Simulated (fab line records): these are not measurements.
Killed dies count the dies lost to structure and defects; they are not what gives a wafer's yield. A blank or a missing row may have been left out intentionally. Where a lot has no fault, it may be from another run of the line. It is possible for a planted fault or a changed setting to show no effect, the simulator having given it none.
fab line records -- flow n5-finfet
record lots=4, wafers=12, last-day=18
route steps=1938 shown BEOL_M4@1099 BEOL_M5@1112 PAD_METAL@1895 PASSIVATION@1936
lots that met no fault: from a run of the same line without faults
start-h: the number of hours between the record's first day and the start of the first shown wafer of the lot -- wait-h: time in hours since the lot's previous step -- " same as the row above -- L1.1+2: one row covering several wafers at once -- - no value, or no start was given -- * or withheld: withheld -- < > ~ a bound
route shown NAME@n: a module of which the file shows steps, and the number in the route of the first -- usual: mean/standard deviation of fault-free wafers -- same: alike in all rows -- chamber/n: place in a boat -- sites: readings site by site -- _std_site: how widely they spread, as a standard deviation -- _edge_site: inner sites' mean taken away from outer sites' mean -- radius-mm: for every site, how far away it sits from the centre of the wafer -- mask NAME#n: copy n -- behind: the last tool/chamber to shape the wafer -- hold: why the lot was held/for how many hours/how that ended -- device: names the non-switching transistor (n, p or np) -- end of line: the tests these same wafers got at the end of their route -- step lacking rows: just its recipe -- killed: at the first sort, the dies lost to defects and structure; wafer yield is something else -- map: a wafer's dies, x killed, . not, _ none there
set.NAME: the setting as run; set.NAME@STEP: as run at that earlier step -- model.NAME: the simulator's own value behind a step, which no gauge read
lots at some steps of the route; a table a step, a row a wafer
services: when a tool's chamber went out of use (start-h, in hours from the record's first day, below 0 if earlier), for how many hours, and the reason
## steps
# step N5_BEOL_M4_ANNEAL_95
# recipe temp-c=400, time-s=240, ambient=vacuum
# step N5_BEOL_M4_SPUTTER_96
# recipe material=Cu, target-thk-a=45, temp-c=-20, chamber-pressure-pa=0.07, power-w=withheld, time-s=8.29
# step N5_BEOL_M4_ECD_50
# recipe material=Cu, target-thk-a=3000
# step N5_BEOL_M4_ANNEAL_51
# recipe temp-c=225, time-s=90, ambient=N2
# step N5_BEOL_M4_CMP_52
# recipe stop-on=SiOC, t-overpolish-s=6.8, down-force-psi=1, platen-rpm=50, clearing-platen-down-force-psi=1.5, clearing-platen-rpm=50, post-cmp-clean=cu-alkaline, target-thk-nm=40, clearing-platen-pad-velocity-m-s=0.99484, pad-velocity-m-s=0.99484
# step N5_BEOL_M4_PRE_CLEAN_60
# recipe gas=NH3/H2, time-s=15, temp-c=*, rf-power-w=300
# step N5_BEOL_M4_CO_CAP_55
# recipe material=Co, target-thk-a=20, temp-c=200, precursor=CCTBA/H2, pressure-torr=30, time-s=102.1
# step N5_BEOL_M4_PRE_CLEAN_56
# recipe gas=NH3, time-s=15, temp-c=withheld, rf-power-w=300
# step N5_BEOL_M4_DEP_57
# recipe material=SiCN, target-thk-a=80, temp-c=withheld, precursor=3MS/NH3, pressure-torr=3, rf-w=202, time-s=14
# step N5_BEOL_M4_RC_MEAS_101
# usual DIBL_N=35.8/1.8, DIBL_P=35.9/2.2, IOFF_N=0.16/0.035, IOFF_P=0.21/0.04, ION_N=672/11, ION_P=461/7.4, SS_N=71.4/0.64, SS_P=73.2/0.67, VT_N=250/3.5, VT_P=-251/3.4
lot.wafer,tool,chamber,start-h,wait-h,DIBL_N[mV/V],DIBL_P[mV/V],IOFF_N[nA/um],IOFF_P[nA/um],ION_N[uA/um],ION_P[uA/um],SS_N[mV/dec],SS_P[mV/dec],VT_N[mV],VT_P[mV]
L858.3,prober-01,0,218.83,0.3,39.5,39.7,0.23,0.26,674,458,73.1,74.3,246,-246
L858.4,prober-01,0,218.83,0.3,37.6,38.1,0.19,0.24,679,464,71.7,74.0,248,-248
L858.5,prober-01,0,218.83,0.3,37.3,38.0,0.19,0.25,679,461,72.2,74.4,247,-246
L862.2,prober-02,0,256.55,0.2,37.4,38.2,0.18,0.24,683,465,71.2,73.5,249,-246
L862.5,prober-02,0,256.55,0.2,37.3,36.5,0.17,0.21,670,459,71.1,73.5,251,-250
L862.6,prober-02,0,256.55,0.2,35.1,35.0,0.13,0.19,676,464,71.3,72.9,254,-250
L865.1,prober-02,0,265.49,0.0,36.0,37.0,0.15,0.20,672,468,71.1,73.3,251,-253
L865.2,prober-02,0,265.49,0.0,35.8,36.7,0.14,0.20,675,468,70.6,74.0,250,-252
L865.5,prober-02,0,265.49,0.0,35.9,37.0,0.14,0.20,674,468,71.6,72.6,252,-250
L871.1,prober-02,0,308.84,0.0,37.2,35.6,0.16,0.21,680,468,71.4,72.7,250,-251
L871.2,prober-02,0,308.84,0.0,34.5,31.9,0.12,0.17,660,462,71.7,72.6,254,-253
L871.4,prober-02,0,308.84,0.0,35.4,33.2,0.13,0.18,665,455,71.1,73.0,253,-253
# step N5_BEOL_M5_ILD_DEP_00
# recipe material=SiCOH_lowk, target-thk-a=1406.4, temp-c=300, precursor=DEMS/porogen, pressure-torr=5, rf-w=500, time-s=25.9
# step N5_BEOL_M5_CURE_79
# recipe temp-c=385, time-s=240, ambient=He/Ar, material=SiCOH_lowk
# step N5_BEOL_M5_PECVD_70
# recipe material=SiO2, target-thk-a=160, temp-c=400, precursor=TEOS/O2, pressure-torr=5.5, rf-w=450, teos-flow-sccm=53.8, gas=O2, flow-sccm=3000, time-s=18
# step N5_BEOL_M5_HM_DEP_02
# recipe material=TiN, target-thk-a=200, temp-c=25, chamber-pressure-pa=0.49996
# step N5_BEOL_M5_COAT_59
# recipe resist=SOC, temp-c=250, time-s=60, spin-rpm=1500, resist-thk-nm=60
# step N5_BEOL_M5_COAT_60
# recipe resist=SiARC, temp-c=220, time-s=60, spin-rpm=1500, resist-thk-nm=12
# step N5_BEOL_M5_COAT_71
# recipe resist=underlayer, temp-c=205, time-s=60, spin-rpm=1500, resist-thk-nm=5
# step N5_BEOL_M5_COAT_05
# recipe resist=CAR-EUV, spin-rpm=1500, resist-thk-nm=30
# step N5_BEOL_M5_EBR_07
# recipe solvent=PGMEA, ebr-width-mm=1.5
# step N5_BEOL_M5_SOFTBAKE_06
# recipe temp-c=110, time-s=60, resist=CAR-EUV
# step N5_BEOL_M5_EXPOSE_08
# recipe mask-id=M5, na=0.33, source-shape=annular, sigma-inner=0.4, sigma-outer=0.8, polarization=unpolarized, target-cd-nm=28, dose-mj=35.75
# step N5_BEOL_M5_PEB_09
# recipe peb-temp-c=100, peb-time-s=60, resist=CAR-EUV
# step N5_BEOL_M5_DEVELOP_10
# recipe develop-time-s=30, developer=TMAH, resist=CAR-EUV, rinse-liquid=surfactant-rinse, dry=air-spin, dev-temp-c=23
# step N5_BEOL_M5_DESCUM_16
# recipe chemistry=O2, time-s=7, source-power-w=50, bias-power-w=20, pressure-mtorr=20, rf-frequency-hz=2.712e+07, temp-c=40, resist=CAR-EUV, o2-flow-sccm=225
# step N5_BEOL_M5_ETCH_72
# recipe chemistry=N2/H2, target=underlayer, target-depth-a=65, mask-material=CAR-EUV, time-s=5.2, ion-energy-ev=200, pressure-mtorr=30, source-w=840, bias-w=150, n2-flow-sccm=200, h2-flow-sccm=200, ends=cleared
# step N5_BEOL_M5_ETCH_61
# recipe chemistry=CF4, target=SiARC, target-depth-a=156, mask-material=CAR-EUV, time-s=26, ion-energy-ev=80, pressure-mtorr=40, source-w=545, bias-w=36, Ar_flow_sccm=100, cf4-flow-sccm=100, ends=cleared
# step N5_BEOL_M5_ETCH_62
# recipe chemistry=N2/H2, target=SOC, target-depth-a=750, overetch-a=150, mask-material=SiARC, temp-c=40, time-s=112.5, ion-energy-ev=200, pressure-mtorr=30, source-w=840, bias-w=150, n2-flow-sccm=200, h2-flow-sccm=200
# step N5_BEOL_M5_STRIP_63
# recipe chemistry=N2/H2, temp-c=40, n2-flow-sccm=200, h2-flow-sccm=200, rf-frequency-hz=6e+07
# step N5_BEOL_M5_STRIP_73
# recipe chemistry=N2/H2, temp-c=40, n2-flow-sccm=200, h2-flow-sccm=200, rf-frequency-hz=6e+07
# step N5_BEOL_M5_STRIP_64
# recipe chemistry=CF4, resist=SiARC, power-w=300, bias-power-w=75, pressure-mtorr=50, cf4-flow-sccm=150, rf-frequency-hz=6e+07
# step N5_BEOL_M5_HM_OPEN_17
# recipe chemistry=Cl2/BCl3, target-depth-a=200, overetch-a=60, target=TiN, mask-material=SOC, ion-energy-ev=150, pressure-mtorr=10, icp-w=1000, bias-w=126, Cl2_flow_sccm=53.25, bcl3-flow-sccm=21.75, Ar_flow_sccm=25
# step N5_BEOL_M5_STRIP_19
# recipe chemistry=O2, power-w=400, temp-c=40, pressure-mtorr=30, rf-frequency-hz=6e+07, bias-power-w=0, overash-fraction=0.2, o2-flow-sccm=225
# step N5_BEOL_M5_COAT_65
# recipe resist=SOC, temp-c=250, time-s=60, spin-rpm=1500, resist-thk-nm=60
# step N5_BEOL_M5_COAT_66
# recipe resist=SiARC, temp-c=220, time-s=60, spin-rpm=1500, resist-thk-nm=12
# step N5_PASSIVATION_SPUTTER_20
# recipe material=TaN, target-thk-a=500, temp-c=25, chamber-pressure-pa=0.4
# usual chamber-pressure-pa=0.4000/0.00075, substrate-temp-c=25.01/0.1, throttle-valve-pct=29.5/1.1
lot.wafer,tool,chamber,start-h,wait-h,chamber-pressure-pa,substrate-temp-c,throttle-valve-pct
L858.3,pvd-sputter-02,-,319.78,0.0,0.4001,24.94,30.2
L858.4,pvd-sputter-02,-,319.78,0.0,0.3999,24.98,31.1
L858.5,pvd-sputter-02,-,319.78,0.0,0.4007,25.03,30.2
L862.2,pvd-sputter-02,-,349.51,0.0,-,-,-
L862.5,pvd-sputter-02,-,349.51,0.0,-,-,-
L862.6,pvd-sputter-02,-,349.51,0.0,-,-,-
L865.1,pvd-sputter-01,-,352.74,0.0,-,-,-
L865.2,pvd-sputter-01,-,352.74,0.0,-,-,-
L865.5,pvd-sputter-01,-,352.74,0.0,-,-,-
L871.1,pvd-sputter-03,-,415.66,0.0,0.4007,24.92,30.8
L871.2,pvd-sputter-03,-,415.66,0.0,0.4000,25.01,28.5
L871.4,pvd-sputter-03,-,415.66,0.0,0.4000,24.99,28.6
# step N5_PASSIVATION_PROBE_49
# usual defect-limited-yield=91.0/1.5, killed_at_M0_to_M3=34/9.1, killed_at_M4_up=14/5.7, killed-at-contacts=13/5.7, killed-at-front-end=42/12, killed-at-other=4/3.4, killed-dies=106/17, killed-on-rim=14/4.3, killed-open=70/13, killed-short=34/7.5, sort_bin_5_function=5.2/0.94, sort_bin_6_memory=3.4/0.69, sort-n-pass=1074/17, sort-yield-pct=91.0/1.5
# same gross-dies=1180, killed-at-back-side=0, sort_bin_4_leakage[%]=0, sort_bin_8_speed[%]=0
lot.wafer,tool,chamber,start-h,wait-h,defect-limited-yield[%],killed_at_M0_to_M3,killed_at_M4_up,killed-at-contacts,killed-at-front-end,killed-at-other,killed-dies,killed-on-rim,killed-open,killed-short,sort_bin_5_function[%],sort_bin_6_memory[%],sort-n-pass,sort-yield-pct[%]
L858.3,prober-02,-,325.87,0.1,91.2,26,17,15,44,2,104,16,78,26,5.3,3.2,1076,91.2
L858.4,prober-02,-,325.92,0.2,88.3,40,9,5,81,3,138,16,101,35,5.9,5.3,1042,88.3
L858.5,prober-02,-,325.97,0.2,90.4,28,8,15,62,0,113,13,83,30,5.1,4.2,1067,90.4
L862.2,prober-02,-,356.75,0.1,84.0,30,14,9,46,90,189,59,69,30,12.7,3.0,991,84.0
L862.5,prober-02,-,356.90,0.2,82.2,37,11,15,64,83,210,51,92,35,12.5,5.0,970,82.2
L862.6,prober-02,-,356.95,0.3,82.7,42,7,20,43,92,204,19,84,30,13.1,4.1,976,82.7
L865.1,prober-01,-,358.49,0.0,83.3,39,8,15,48,87,197,42,78,38,13.1,3.1,983,83.3
L865.2,prober-01,-,358.54,0.1,82.1,39,21,6,43,102,211,59,69,45,14.8,2.8,969,82.1
L865.5,prober-01,-,358.69,0.2,81.4,33,23,20,35,109,220,16,77,39,15.0,3.5,960,81.4
L871.1,prober-01,-,422.53,0.0,90.8,48,14,10,37,0,109,19,61,42,5.2,3.4,1071,90.8
L871.2,prober-01,-,422.58,0.1,91.2,33,14,15,38,4,104,18,78,26,5.3,3.2,1076,91.2
L871.4,prober-01,-,422.68,0.2,91.6,39,10,13,32,5,99,12,59,37,5.3,2.9,1081,91.6
# killed by level:class
L858.3 STI_FIN_REVEAL:geometric-particle:open=22 BEOL_M3:geometric-particle:open=12 MOL_CONTACT_COAG:geometric-particle:open=10 BEOL_M4:geometric-particle:open=7 BEOL_M0_SAQP:geometric-particle:open=6 STI_FIN_REVEAL:geometric-particle:short=5 MOL_CONTACT_COAG:geometric-particle:short=5 FIN_SAQP:geometric-particle:short=4
L858.4 STI_FIN_REVEAL:geometric-particle:open=24 FIN_SAQP:geometric-particle:open=19 BEOL_M3:geometric-particle:open=19 FIN_SAQP:geometric-particle:short=10 STI_FIN_REVEAL:geometric-particle:short=6 BEOL_M0_SAQP:geometric-particle:open=5 DUMMY_GATE:geometric-particle:open=4 ILD0:geometric-particle:short=4
L858.5 STI_FIN_REVEAL:geometric-particle:open=19 FIN_SAQP:geometric-particle:open=13 MOL_CONTACT_COAG:geometric-particle:open=13 BEOL_M3:geometric-particle:open=10 GATE_CUT:geometric-particle:open=7 FIN_SAQP:geometric-particle:short=6 STARTING-WAFER:geometric-particle:short=6 BEOL_M4:geometric-particle:open=5
L862.2 PAD_METAL:area-sputter=87 STI_FIN_REVEAL:geometric-particle:open=13 BEOL_M0_SAQP:geometric-particle:open=12 FIN_SAQP:geometric-particle:short=8 MOL_CONTACT_COAG:geometric-particle:open=7 BEOL_M0_SAQP:geometric-particle:short=7 FIN_SAQP:geometric-particle:open=6 BEOL_M1:geometric-particle:open=6
L862.5 PAD_METAL:area-sputter=81 STI_FIN_REVEAL:geometric-particle:open=19 FIN_SAQP:geometric-particle:open=17 MOL_CONTACT_COAG:geometric-particle:open=11 BEOL_M1:geometric-particle:open=11 FIN_SAQP:geometric-particle:short=8 BEOL_M3:geometric-particle:open=7 GATE_CUT:geometric-particle:short=6
L862.6 PAD_METAL:area-sputter=88 MOL_CONTACT_COAG:geometric-particle:open=17 BEOL_M3:geometric-particle:open=14 FIN_SAQP:geometric-particle:open=10 BEOL_M2:geometric-particle:open=10 FIN_SAQP:geometric-particle:short=8 DUMMY_GATE:geometric-particle:open=7 STI_FIN_REVEAL:geometric-particle:open=5
L865.1 PAD_METAL:area-sputter=80 STI_FIN_REVEAL:geometric-particle:open=24 MOL_CONTACT_COAG:geometric-particle:open=13 BEOL_M3:geometric-particle:open=9 FIN_SAQP:geometric-particle:short=7 BEOL_M1:geometric-particle:open=7 BEOL_M3:geometric-particle:short=7 BEOL_M0_SAQP:geometric-particle:open=5
L865.2 PAD_METAL:area-sputter=96 FIN_SAQP:geometric-particle:short=13 BEOL_M3:geometric-particle:open=10 BEOL_M3:geometric-particle:short=9 BEOL_M4:geometric-particle:open=9 STI_FIN_REVEAL:geometric-particle:open=8 BEOL_M7:geometric-particle:open=7 MOL_CONTACT_COAG:geometric-particle:open=6
L865.5 PAD_METAL:area-sputter=104 MOL_CONTACT_COAG:geometric-particle:open=16 FIN_SAQP:geometric-particle:open=9 FIN_SAQP:geometric-particle:short=9 BEOL_M3:geometric-particle:open=9 BEOL_M1:geometric-particle:open=8 BEOL_M4:geometric-particle:open=7 BEOL_M7:geometric-particle:open=6
L871.1 BEOL_M0_SAQP:geometric-particle:open=15 BEOL_M0_SAQP:geometric-particle:short=13 BEOL_M2:geometric-particle:open=11 MOL_CONTACT_COAG:geometric-particle:open=9 FIN_SAQP:geometric-particle:short=6 BEOL_M4:geometric-particle:open=6 HKMG_FIN:area-etch=6 ILD0:geometric-particle:short=5
L871.2 STI_FIN_REVEAL:geometric-particle:open=17 MOL_CONTACT_COAG:geometric-particle:open=10 BEOL_M0_SAQP:geometric-particle:short=9 BEOL_M2:geometric-particle:open=9 GATE_CUT:geometric-particle:open=6 MOL_CONTACT_COAG:geometric-particle:short=5 BEOL_M0_SAQP:geometric-particle:open=5 BEOL_M3:geometric-particle:open=5
L871.4 MOL_CONTACT_COAG:geometric-particle:open=10 BEOL_M2:geometric-particle:open=10 GATE_CUT:geometric-particle:short=9 BEOL_M0_SAQP:geometric-particle:short=7 BEOL_M0_SAQP:geometric-particle:open=6 BEOL_M1:geometric-particle:open=6 BEOL_M2:geometric-particle:short=5 FIN_SAQP:geometric-particle:open=4
# map L862.5 (x killed, . not)
_________________x.x.....x...________________
______________x....x.xxx.x..x..x_____________
___________.xxxx....x.....x........__________
__________x.............xx.x........_________
________xx....x...........x....x...x.._______
_______x..x......x..................x.x______
______........x......x...x..........x..._____
_____..........x.x.................x..xx.____
____......x.....x..................x..x...___
___xx..x.............x...x.........x.....x.__
___.xx..........x..........x.x.......x...xx__
__.........x.................x...........x.x_
__x...................x.....x.........x.xx.._
_.xx.x.....x.........x.......xx......x.....xx
_..xx.x....x...............x..............x.x
_.....................x...xx..x.x.......x..xx
_x.......x........x..........x.....x........x
_.x..........x.xx....x..............x....x...
_..........................x.......x..xx.x.x.
_....x......x...x.......x...x..x....x........
_......x....x............x.....x.........x...
__.........x...............x..........x..x.._
__.....x........................x.........xx_
___...x.....x..x..x....x...........xx...x..__
___xx...x.................x..x.............__
____....x......x..x.....x.........x.x..x.x___
_____..x.x................x.x...x..x.x.xx____
______x.x..x..........x..x.....x...x..x._____
_______.xxx.....x...xx......x.........x______
________x....x............xx...xx....._______
__________.x.xx.xx.x.........x....x._________
___________x.......x..x..x.xx......__________
______________x..x.......xxx...x_____________
_________________.x..x..xx...________________
# map L865.5 (x killed, . not)
_________________.x.....x....________________
______________.................x_____________
___________....x.x............x....__________
__________.......x..x.x.....x....xx._________
________x..........x.............x...._______
_______x..........x....xx..x...........______
______.............x.......x......x....._____
_____.x..............x.....x...x.........____
____......x...............x...............___
___...x.....x...xx...x...x.x.......x.......__
___.x........xx.xxx..x.......x......x......__
__.........x............xx....xx...x........_
__............x..xx.x.x.xx.......x.......x.._
_...........x........xx.xxxxx.xx.............
_..........x.....x..xxx.....xx.....x.........
_...............x....x...xxx..xxx.x.........x
_x....x......xx.xx.xx....xx.x..x...x.........
_........x......xx.xxxx...xx...xx.....xx.....
_xx.........x...x.xx..xx..xxxxx.xxx.x.xx..x..
_....x....x.......xxxx.xxxx..................
_...xx.......xx.x..xx.....x.x....x......x..x.
__................x.x.x......x.x........x..._
__.....x..x..xxx..x.xx..x..xx....x....x....._
___.......x....x..x........xx..............__
___.x..........x...x.x.....x..xx..xx.x.....__
____..........x...........................___
_____x.............x..........x.........x____
______............xxx......x..xx.....x.._____
_______..xx....x......x......x.........______
________.............xx..............._______
__________.......x..x....x..x......._________
___________.....xxx....x...........__________
______________.................._____________
_________________........x..x________________
## services
tool,chamber,start-h,hours,kind
pvd-sputter-03,-,341.47,6.6,repair
pvd-sputter-01,-,369.52,4.6,repair
pvd-sputter-01,-,390.82,1.7,repair
pvd-sputter-03,-,393.43,2.3,repair
## key
first-sign step=N5_PASSIVATION_SPUTTER_20, reading=tool-record, direction=missing
effect step=N5_PASSIVATION_PROBE_49, reading=killed-at-other, direction=up, sigmas=26, usual=4, struck=94
more-kills-born-at N5_PASSIVATION_SPUTTER_20@pvd-sputter-01=280, N5_PASSIVATION_SPUTTER_20@pvd-sputter-02=256
met-at N5_PASSIVATION_SPUTTER_20
struck-wafers L862.2,L862.5,L862.6,L865.1,L865.2,L865.5
onset-between 319.78 349.51
fault kind=skipped-step-whole, tool=pvd-sputter-01,pvd-sputter-02, chamber=-, onset-h=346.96, steps=N5_PASSIVATION_SPUTTER_20, scope=struck-lots-only
